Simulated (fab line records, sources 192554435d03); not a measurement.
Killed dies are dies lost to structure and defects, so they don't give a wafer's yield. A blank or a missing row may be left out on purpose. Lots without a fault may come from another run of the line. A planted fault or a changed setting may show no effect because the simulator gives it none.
Which tool did it? | flow n5_finfet | 8 lots, 24 wafers sampled, at 5 steps of a route of 1938

WHAT THE GAUGES READ, wafer by wafer
N5_MOL_CONTACT_COAG_CD_MEAS_101: target cd 16 nm. Usual: cd_nm 15.9 nm, standard deviation 0.35.
lot  | measured     | on        | cd_nm (nm)     | flag
L306 | day 5 07:46  | cd_sem-01 | 15.4 16.0 15.4 |
L310 | day 6 08:04  | cd_sem-02 | 16.7 15.9 16.4 |
L311 | day 6 17:13  | cd_sem-01 | 15.8 15.9 15.9 |
L313 | day 7 03:49  | cd_sem-01 | 16.4 16.5 16.5 |
L314 | day 7 08:23  | cd_sem-01 | 16.5 16.1 15.7 |
L324 | day 10 03:25 | cd_sem-03 | 16.5 15.6 15.5 |
L325 | day 10 05:01 | cd_sem-01 | 16.0 15.8 15.8 |
L326 | day 10 19:34 | cd_sem-02 | 15.7 15.5 16.3 |

N5_BEOL_M4_RC_MEAS_101. Usual: DIBL_N 36.5 mV/V, standard deviation 1.4; DIBL_P 36.6 mV/V, standard deviation 1.9; IOFF_N 0.167 nA/um, standard deviation 0.029; IOFF_P 0.21 nA/um, standard deviation 0.033; ION_N 674 uA/um, standard deviation 12; ION_P 460 uA/um, standard deviation 8.9; SS_N 71.6 mV/dec, standard deviation 0.57; SS_P 73.4 mV/dec, standard deviation 0.61; VT_N 249 mV, standard deviation 3.3; VT_P -250 mV, standard deviation 3.3.
lot  | measured     | on        | DIBL_N (mV/V)  | DIBL_P (mV/V)  | IOFF_N (nA/um)    | IOFF_P (nA/um) | ION_N (uA/um) | ION_P (uA/um) | SS_N (mV/dec)  | SS_P (mV/dec)  | VT_N (mV)   | VT_P (mV)      | flag
L306 | day 7 20:03  | prober-01 | 34.9 34.5 37.4 | 35.9 35.7 37.8 | 0.152 0.133 0.186 | 0.17 0.18 0.20 | 682 660 670   | 454 449 453   | 71.5 71.4 72.5 | 73.3 73.7 73.2 | 250 251 244 | -254 -253 -253 |
L310 | day 9 04:07  | prober-01 | 35.8 35.5 37.0 | 34.7 34.8 36.7 | 0.145 0.150 0.172 | 0.19 0.20 0.23 | 660 681 667   | 451 465 460   | 71.2 71.0 70.9 | 73.5 73.2 73.8 | 249 250 248 | -251 -249 -248 |
L311 | day 9 12:04  | prober-01 | 37.1 35.5 35.7 | 38.5 35.8 36.4 | 0.212 0.180 0.170 | 0.25 0.21 0.21 | 682 694 678   | 468 470 462   | 72.3 72.4 72.6 | 73.9 72.8 73.1 | 246 246 248 | -248 -249 -249 |
L313 | day 9 18:21  | prober-02 | 36.2 35.3 37.7 | 35.3 35.3 38.0 | 0.161 0.154 0.188 | 0.18 0.17 0.22 | 665 673 674   | 447 451 461   | 72.3 71.8 72.5 | 73.3 73.6 74.7 | 251 249 246 | -256 -256 -251 |
L314 | day 9 22:53  | prober-01 | 35.4 37.5 36.1 | 34.6 37.5 35.6 | 0.151 0.206 0.155 | 0.17 0.21 0.17 | 673 685 666   | 454 458 447   | 72.2 71.8 71.7 | 73.2 74.1 73.1 | 252 247 250 | -256 -254 -256 |
L324 | day 12 22:46 | prober-02 | 35.4 36.2 35.8 | 35.2 34.6 35.9 | 0.142 0.146 0.151 | 0.17 0.16 0.18 | 675 669 684   | 463 446 466   | 71.0 71.2 71.3 | 72.1 73.0 73.0 | 249 252 252 | -251 -256 -254 |
L325 | day 13 01:34 | prober-02 | 36.3 35.6 35.4 | 36.5 36.2 35.1 | 0.160 0.138 0.140 | 0.20 0.20 0.19 | 671 660 673   | 456 451 459   | 72.0 71.5 70.9 | 74.1 73.5 74.4 | 248 254 252 | -253 -255 -253 |
L326 | day 13 07:11 | prober-02 | 34.0 36.4 36.2 | 34.6 37.1 37.3 | 0.139 0.179 0.174 | 0.20 0.24 0.25 | 679 669 674   | 465 466 467   | 71.0 72.0 71.8 | 72.8 73.6 73.0 | 250 247 248 | -249 -243 -245 |

WHICH TOOL RAN EACH LOT (tool, then ch and the chambers of the sampled wafers, then the start)
lot  | N5_MOL_CONTACT_COAG_ETCH_65       | N5_MOL_CONTACT_COAG_ETCH_66       | N5_MOL_CONTACT_COAG_ANNEAL_112
L306 | rie_diel-05 ch 0,2,3, day 5 06:59 | rie_diel-05 ch 0,2,3, day 5 07:00 | hp_anneal-01 ch 0, day 5 08:33
L310 | rie_diel-05 ch 0,1,3, day 6 07:06 | rie_diel-05 ch 0,1,3, day 6 07:07 | hp_anneal-01 ch 0, day 6 11:29
L311 | rie_diel-05 ch 0,3, day 6 16:25   | rie_diel-05 ch 0,3, day 6 16:26   | hp_anneal-01 ch 0, day 6 17:59
L313 | rie_diel-06 ch 0,1,3, day 7 03:01 | rie_diel-06 ch 0,1,3, day 7 03:02 | hp_anneal-01 ch 0, day 7 04:37
L314 | rie_diel-02 ch 1,2,3, day 7 07:32 | rie_diel-02 ch 1,2,3, day 7 07:33 | hp_anneal-01 ch 0, day 7 09:10
L324 | rie_diel-05 ch 0,3, day 10 02:37  | rie_diel-05 ch 0,3, day 10 02:38  | hp_anneal-01 ch 0, day 10 04:13
L325 | rie_diel-05 ch 1,2, day 10 04:13  | rie_diel-05 ch 1,2, day 10 04:14  | hp_anneal-01 ch 0, day 10 07:13
L326 | rie_diel-06 ch 2,3, day 10 18:46  | rie_diel-06 ch 2,3, day 10 18:47  | hp_anneal-01 ch 0, day 10 20:20
- N5_MOL_CONTACT_COAG_ETCH_65: etches underlayer in N2/H2, target depth 13 nm, time 10.4 s.
- N5_MOL_CONTACT_COAG_ETCH_66: etches SiARC in CF4, target depth 13 nm, time 21.7 s.
- N5_MOL_CONTACT_COAG_ANNEAL_112: time 1800 s.

WHAT THE TOOLS THEMSELVES READ (means of the sampled wafers that have a number; where no wafer has one, the mark that the record gives instead)
N5_MOL_CONTACT_COAG_ETCH_65. Usual: chamber_pressure_mTorr 30.001 mTorr, standard deviation 0.03; drypump_motor_current_A 5.5 A, standard deviation 0.47; etch_rf_on_time_s 10.50 s, standard deviation 0.26; oes_product_au 0.68 a.u., standard deviation 0.068; rf_vpp_V 524.1 V, standard deviation 2.6; showerhead_plenum_p_Torr 2.55 Torr, standard deviation 0.085; throttle_valve_pct 17.63 %, standard deviation 0.29.
lot  | tool        | chamber_pressure_mTorr (mTorr) | drypump_motor_current_A (A) | etch_rf_on_time_s (s) | oes_product_au (a.u.) | rf_vpp_V (V) | showerhead_plenum_p_Torr (Torr) | throttle_valve_pct (%) | flag
L306 | rie_diel-05 | 30.016                         | 5.4                         | 10.65                 | 0.66                  | 524.1        | 2.52                            | 17.70                  |
L310 | rie_diel-05 | 30.013                         | 5.2                         | 10.49                 | 0.63                  | 522.6        | 2.50                            | 17.68                  |
L311 | rie_diel-05 | 30.001                         | 5.3                         | 10.88                 | 0.66                  | 521.8        | 2.49                            | 17.71                  |
L313 | rie_diel-06 | 30.001                         | 5.6                         | 10.41                 | 0.65                  | 525.5        | 2.60                            | 17.73                  |
L314 | rie_diel-02 | 29.994                         | 5.7                         | 10.43                 | 0.69                  | 527.1        | 2.63                            | 17.65                  |
L324 | rie_diel-05 | 30.008                         | 5.3                         | 10.82                 | 0.72                  | 522.8        | 2.47                            | 17.63                  |
L325 | rie_diel-05 | 30.010                         | 5.1                         | 10.59                 | 0.72                  | 521.8        | 2.50                            | 17.37                  |
L326 | rie_diel-06 | 29.980                         | 6.5                         | 10.42                 | 0.59                  | 522.0        | 2.46                            | 18.24                  |

N5_MOL_CONTACT_COAG_ETCH_66. Usual: chamber_pressure_mTorr 40.00 mTorr, standard deviation 0.038; drypump_motor_current_A 5.5 A, standard deviation 0.46; etch_rf_on_time_s 21.9 s, standard deviation 0.58; oes_product_au 0.68 a.u., standard deviation 0.068; rf_vpp_V 184.0 V, standard deviation 1.2; showerhead_plenum_p_Torr 2.15 Torr, standard deviation 0.066; throttle_valve_pct 15.41 %, standard deviation 0.29.
lot  | tool        | chamber_pressure_mTorr (mTorr) | drypump_motor_current_A (A) | etch_rf_on_time_s (s) | oes_product_au (a.u.) | rf_vpp_V (V) | showerhead_plenum_p_Torr (Torr) | throttle_valve_pct (%) | flag
L306 | rie_diel-05 | 39.99                          | 5.4                         | 22.7                  | 0.66                  | 183.5        | 2.12                            | 15.41                  |
L310 | rie_diel-05 | 40.08                          | 5.2                         | 22.3                  | 0.62                  | 183.5        | 2.10                            | 15.43                  |
L311 | rie_diel-05 | 40.00                          | 5.3                         | 22.4                  | 0.66                  | 183.2        | 2.09                            | 15.37                  |
L313 | rie_diel-06 | 40.02                          | 5.6                         | 21.7                  | 0.65                  | 183.7        | 2.20                            | 15.60                  |
L314 | rie_diel-02 | 40.02                          | 5.7                         | 22.0                  | 0.69                  | 184.2        | 2.21                            | 15.38                  |
L324 | rie_diel-05 | 40.02                          | 5.3                         | 22.3                  | 0.72                  | 182.8        | 2.08                            | 15.25                  |
L325 | rie_diel-05 | 40.03                          | 5.1                         | 22.0                  | 0.71                  | 183.9        | 2.12                            | 15.23                  |
L326 | rie_diel-06 | 39.96                          | 6.5                         | 21.6                  | 0.59                  | 183.5        | 2.09                            | 16.16                  |

N5_MOL_CONTACT_COAG_ANNEAL_112. Usual: spike_tc_bottom_C 422.7 C, standard deviation 0.93; spike_tc_centre_C 401.3 C, standard deviation 1.1; spike_tc_lower_C 398.8 C, standard deviation 1; spike_tc_top_C 421.8 C, standard deviation 1.1; spike_tc_upper_C 398.7 C, standard deviation 1; wafer_temp_C_max 401.5, standard deviation 0.32; zone_power_bottom_pct 14.01 %, standard deviation 0.14; zone_power_centre_pct 8.38 %, standard deviation 0.08; zone_power_lower_pct 9.44 %, standard deviation 0.088; zone_power_top_pct 21.26 %, standard deviation 0.21; zone_power_upper_pct 8.82 %, standard deviation 0.086.
lot  | tool         | spike_tc_bottom_C (C) | spike_tc_centre_C (C) | spike_tc_lower_C (C) | spike_tc_top_C (C) | spike_tc_upper_C (C) | wafer_temp_C_max | zone_power_bottom_pct (%) | zone_power_centre_pct (%) | zone_power_lower_pct (%) | zone_power_top_pct (%) | zone_power_upper_pct (%) | flag
L306 | hp_anneal-01 | 421.7                 | 401.5                 | 398.7                | 422.5              | 399.5                | 401.5            | 14.06                     | 8.37                      | 9.40                     | 21.39                  | 8.90                     |
L310 | hp_anneal-01 | 422.8                 | 399.9                 | 399.2                | 421.0              | 398.8                | 401.2            | 14.05                     | 8.45                      | 9.42                     | 21.54                  | 8.79                     |
L311 | hp_anneal-01 | 422.5                 | 401.4                 | 398.9                | 422.0              | 399.0                | 401.4            | 14.04                     | 8.40                      | 9.43                     | 21.38                  | 8.84                     |
L313 | hp_anneal-01 | 412.0                 | 392.0                 | 389.0                | 411.5              | 388.6                | 392.0            | 13.67                     | 8.13                      | 9.15                     | 20.63                  | 8.53                     | OFF
L314 | hp_anneal-01 | 413.3                 | 391.3                 | 388.8                | 413.1              | 389.8                | 392.2            | 13.56                     | 8.06                      | 9.16                     | 20.77                  | 8.53                     | OFF
L324 | hp_anneal-01 | 423.0                 | 401.5                 | 398.8                | 421.7              | 398.6                | 401.3            | 14.00                     | 8.40                      | 9.45                     | 21.25                  | 8.88                     |
L325 | hp_anneal-01 | 422.7                 | 401.5                 | 397.8                | 422.6              | 398.9                | 401.4            | 14.19                     | 8.35                      | 9.41                     | 21.24                  | 8.77                     |
L326 | hp_anneal-01 | 423.7                 | 402.2                 | 398.0                | 422.1              | 399.4                | 401.6            | 14.08                     | 8.37                      | 9.46                     | 21.18                  | 8.87                     |

THE ANSWER, worked out from the rows above alone
Rule: a lot is off if the mean of its wafers that have a number lies more than 3 standard deviations from the usual mean. A lot without any number at a reading at which 4 lots or more have one is off too. The other lots that the step has rows for count as sound. The gauges are gone through in route order, then the tools' own readings, and for those a lot's mean is taken as printed above. The first step at which some lot is off is used, and at that step the reading that is off furthest; a lot without a number counts as furthest.
Off: L313, L314, at N5_MOL_CONTACT_COAG_ANNEAL_112 (wafer_temp_C_max).
A tool fits if, at that step or a process step before it, it ran every lot that is off, and no sound lot after the first of them. None of those tried fits.

WHAT THE SIMULATOR HAD PUT IN
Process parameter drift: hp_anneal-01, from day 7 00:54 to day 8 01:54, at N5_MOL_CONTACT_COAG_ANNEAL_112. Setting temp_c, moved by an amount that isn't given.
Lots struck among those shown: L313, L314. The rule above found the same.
